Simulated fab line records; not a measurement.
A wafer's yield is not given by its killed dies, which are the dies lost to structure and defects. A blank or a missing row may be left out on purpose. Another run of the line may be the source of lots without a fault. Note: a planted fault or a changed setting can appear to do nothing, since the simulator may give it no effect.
Struck lot and sound lot, side by side / flow n5_finfet / 37 out of 1938 route steps
Sound: the wafers L704.3, L704.5, L704.6. Wafers struck: L693.2, L693.4, L693.5. The cause comes at the end.
At each step with rows: each side's tool, then ch and its chambers, then its first start. Under that, the readings that differ: sound wafers / struck wafers / difference of the means / sigmas: that difference in standard deviations of wafers without a fault.
alike: a reading whose means differ by less than 2 such deviations, as well as words and numbers matching on both sides. not compared: withheld readings; readings where some wafer has no value; bounds like >300 that might hide an equal value; numbers whose values overlap and for which the record gives no deviation.
The two part at a step that has a row with sigmas, a row that says differs or no value, or rows on one side only. Non-overlapping numbers with no deviation appear without sigmas and do not part them. A reading that every wafer of one side lacks parts them only if that side has two wafers or more.

first, 3 steps without rows for these wafers: N5_BEOL_M2_STRIP_36 (strips in N2/H2); N5_BEOL_M2_TRENCH_ETCH_37 (etches SiOC in C4F6/O2, target depth 55.555 nm, time 29.2 s); N5_BEOL_M2_ETCH_41 (etches SiCN in CH3F/O2, target depth 29.9 nm, time 52.5 s).
N5_BEOL_M2_STRIP_97: strips in N2/H2, time 10 s.
  sound on rie_diel-01 ch 0,1,3; struck on rie_diel-04 ch 2,3
  alike: drypump_motor_current_A, oes_product_au, rf_vpp_V, showerhead_plenum_p_Torr, throttle_valve_pct
  not compared: rf_hours_counter_h
N5_BEOL_M2_OCD_MEAS_38:
  struck on ocd-01, day 8 11:03; sound on ocd-02, day 11 04:05
  alike: trench_depth_nm
then, 4 steps without rows for these wafers: N5_BEOL_M2_HM_STRIP_39 (strips TiN in peroxide tin strip, target depth 25 nm, time 158 s); N5_BEOL_M2_SRD_40 (time 30 s); N5_BEOL_M2_PRECLEAN_42 (cleans in residue remover, time 60 s); N5_BEOL_M2_SRD_43 (time 30 s).
N5_BEOL_M2_CD_MEAS_35: target cd 18 nm, target cd y 22.2 nm.
  struck on cd_sem-02, day 8 11:18; sound on cd_sem-01, day 11 04:14
  alike: cd_nm
then, 1 step without rows for these wafers: N5_BEOL_M2_DEGAS_44 (time 60 s).
N5_BEOL_M2_PRE_CLEAN_45: time 30 s.
  struck on pvd_sputter-02, day 8 11:23; sound on pvd_sputter-02, day 11 04:31
  alike: heater_power_w
N5_BEOL_M2_ALD_84: deposits TaN, pulse time 2 s, purge time 3 s, co reactant purge time 2 s.
  sound on ald_metal-04 ch 1,2, day 11 04:34; struck on ald_metal-04 ch 1,3, day 8 11:26
  no value came back on the struck wafers for any of 5 readings (ald_cycles, chamber_pressure_Torr (Torr) and others); on the sound wafers ald_cycles reads 30 30 30
then, 4 steps without rows for these wafers: N5_BEOL_M2_SURFACE_TREAT_85; N5_BEOL_M2_CVD_47 (deposits Co from CCTBA/H2, target thk 3 nm, time 223.8 s); N5_BEOL_M2_SPUTTER_48 (material Cu, target thk 4.5 nm, time 8.29 s); N5_BEOL_M2_ANNEAL_49 (time 240 s).
N5_BEOL_M2_SPUTTER_79: material Cu, target thk 4.5 nm, time 8.29 s.
  struck on pvd_sputter-01, day 8 13:52; sound on pvd_sputter-01, day 11 05:18
  alike: throttle_valve_pct
N5_BEOL_M2_ANNEAL_80: time 240 s.
  struck on pvd_sputter-01, day 8 13:57; sound on pvd_sputter-01, day 11 05:23
  alike: heater_power_w
then, 8 steps without rows for these wafers: N5_BEOL_M2_SPUTTER_81 (material Cu, target thk 4.5 nm, time 8.29 s); N5_BEOL_M2_ANNEAL_82 (time 240 s); N5_BEOL_M2_SPUTTER_86 (material Cu, target thk 4.5 nm, time 8.29 s); N5_BEOL_M2_ANNEAL_87 (time 240 s); N5_BEOL_M2_SPUTTER_88 (material Cu, target thk 4.5 nm, time 8.29 s); N5_BEOL_M2_ANNEAL_89 (time 240 s); N5_BEOL_M2_SPUTTER_90 (material Cu, target thk 4.5 nm, time 8.29 s); N5_BEOL_M2_ANNEAL_91 (time 240 s).
N5_BEOL_M2_SPUTTER_92: material Cu, target thk 4.5 nm, time 8.29 s.
  struck on pvd_sputter-01, day 8 14:58; sound on pvd_sputter-01, day 11 06:24
  alike: throttle_valve_pct
then, 6 steps without rows for these wafers: N5_BEOL_M2_ANNEAL_93 (time 240 s); N5_BEOL_M2_SPUTTER_94 (material Cu, target thk 4.5 nm, time 8.29 s); N5_BEOL_M2_ANNEAL_95 (time 240 s); N5_BEOL_M2_SPUTTER_96 (material Cu, target thk 4.5 nm, time 8.29 s); N5_BEOL_M2_ECD_50 (material Cu, target thk 300 nm); N5_BEOL_M2_ANNEAL_51 (time 90 s).
N5_BEOL_M2_CMP_52: polishes, stops on SiOC, t overpolish 6.8 s, target thk 40 nm.
  sound on cmp-01 ch 0,2,3, day 11 07:26; struck on cmp-03 ch 0,1,2, day 8 15:59
reading=barrier_field_endpoint_s (s); sound=24.9 25.0 25.2; struck=22.8 23.4 22.3; difference=-2.2; sigmas=-4
  alike: motor_current_A
  not compared: pad_life_wafers
N5_BEOL_M4_RC_MEAS_101:
  the record has rows for the sound wafers here (prober-02 ch 0, day 12 11:19) and none for the struck ones
-- a jump in the record: the struck wafers' starts before and after are 5 days apart (it breaks off in module BEOL_M4 and resumes in module PASSIVATION, where the first step shown is number 1936 of the route) --
N5_PASSIVATION_PROBE_49:
  struck on prober-01, day 13 23:04; sound on prober-01, day 16 18:20
reading=defect_limited_yield (%); sound=90.5 88.4 89.1; struck=0 0 0; difference=-89; sigmas=-64
reading=killed_at_M0_to_M3; sound=26 44 23; struck=1099 1108 1111; difference=+1075; sigmas=+99 or more
reading=killed_dies; sound=112 137 129; struck=1180 1180 1180; difference=+1054; sigmas=+66
reading=killed_on_rim; sound=16 17 17; struck=152 152 152; difference=+135; sigmas=+34
reading=sort_bin_4_leakage (%); sound=0 0 0; struck=90.08 91.61 92.20; difference=+91.30; sigmas=+99 or more
reading=sort_n_pass; sound=1068 1043 1051; struck=0 0 0; difference=-1054; sigmas=-66
reading=sort_yield_pct (%); sound=90.5 88.4 89.1; struck=0 0 0; difference=-89; sigmas=-64
  alike: killed_at_M4_up, killed_at_contacts, killed_at_front_end, killed_at_other, killed_open, killed_short, sort_bin_5_function, sort_bin_6_memory, sort_bin_8_speed

WHERE THEY PART
Last at N5_PASSIVATION_PROBE_49 as far as this record goes, first at N5_BEOL_M2_ALD_84.

WHY: what the simulator had put in
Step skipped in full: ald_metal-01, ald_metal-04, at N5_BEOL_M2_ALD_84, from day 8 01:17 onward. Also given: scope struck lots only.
